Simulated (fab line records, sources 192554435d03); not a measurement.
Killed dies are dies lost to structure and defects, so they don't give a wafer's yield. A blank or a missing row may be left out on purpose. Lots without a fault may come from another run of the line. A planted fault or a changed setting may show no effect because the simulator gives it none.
Chamber matching | flow n5_finfet | N5_BEOL_M0_SAQP_ILD_DEP_01 on pecvd-01: 3 sister chambers
The step deposits SiOC from DEMS/O2, target thk 45.419 nm, time 8.7 s. 20 wafers are shown with their chamber, then 10 later ones without.

WAFERS WITH THEIR CHAMBER
wafer  | chamber | throttle_valve_pct (%) | showerhead_plenum_p_Torr (Torr) | heater_power_w (W)
L074.1 | 0       | 11.3                   | 5.699                           | 499
L074.3 | 1       | 13.3                   | 5.728                           | 402
L074.6 | 2       | 10.9                   | 5.705                           | 485
L076.1 | 1       | 13.2                   | 5.737                           | 446
L076.4 | 0       | 11.1                   | 5.685                           | 512
L076.5 | 2       | 11.1                   | 5.709                           | 497
L078.1 | 2       | 11.1                   | 5.703                           | 536
L078.3 | 1       | 13.3                   | 5.743                           | 364
L078.4 | 2       | 11.0                   | 5.713                           | 542
L080.1 | 0       | 11.2                   | 5.694                           | 544
L080.4 | 0       | 11.4                   | 5.696                           | 552
L080.6 | 1       | 13.3                   | 5.751                           | 420
L081.1 | 0       | 11.4                   | 5.702                           | 485
L081.3 | 1       | 12.8                   | 5.741                           | 378
L081.4 | 1       | 13.3                   | 5.738                           | 376
L084.1 | 0       | 11.2                   | 5.707                           | 442
L084.4 | 1       | 13.2                   | 5.728                           | 437
L084.6 | 2       | 11.0                   | 5.698                           | 493
L086.1 | 2       | 10.9                   | 5.714                           | 504
L086.5 | 0       | 11.6                   | 5.700                           | 475

SIGNATURES (means of the wafers above)
reading                  | chamber 0 | chamber 1 | chamber 2 | scatter within a chamber
throttle_valve_pct       | 11.314    | 13.200    | 11.000    | 0.155
showerhead_plenum_p_Torr | 5.69757   | 5.73800   | 5.70700   | 0.00721
heater_power_w           | 501.29    | 403.29    | 509.50    | 32.5
Rule: a wafer's distance from a chamber is the root of the sum, over the readings, of the square of ((its reading less the chamber's mean) divided by the reading's scatter). The wafer belongs to the nearest chamber; if the next one is less than 2 further off, it can't be placed. The scatter: the root of (the sum of the squares of (reading less its chamber's mean) over the shown wafers, divided by (wafers less chambers)).

WAFERS WITHOUT THEIR CHAMBER
wafer  | throttle_valve_pct (%) | showerhead_plenum_p_Torr (Torr) | heater_power_w (W)
L086.6 | 11.0                   | 5.711                           | 498
L088.1 | 11.4                   | 5.715                           | 528
L088.3 | 13.2                   | 5.751                           | 446
L088.6 | 11.3                   | 5.716                           | 488
L091.1 | 11.7                   | 5.700                           | 450
L091.2 | 13.1                   | 5.739                           | 373
L091.6 | 11.2                   | 5.684                           | 436
L092.1 | 11.6                   | 5.700                           | 533
L092.2 | 13.5                   | 5.736                           | 408
L092.6 | 13.2                   | 5.728                           | 410

WHICH CHAMBER EACH WENT THROUGH
wafer  | from the rows above     | in truth
L086.6 | 2                       | 2
L088.1 | can't be placed: 0 or 2 | 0
L088.3 | 1                       | 1
L088.6 | can't be placed: 2 or 0 | 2
L091.1 | 0                       | 0
L091.2 | 1                       | 1
L091.6 | can't be placed: 0 or 2 | 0
L092.1 | can't be placed: 0 or 2 | 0
L092.2 | 1                       | 1
L092.6 | 1                       | 1
Placed correctly: 6 of 10. Can't be placed from these rows: 4 (the true chamber is among the candidates in 4). Placed wrongly: 0.
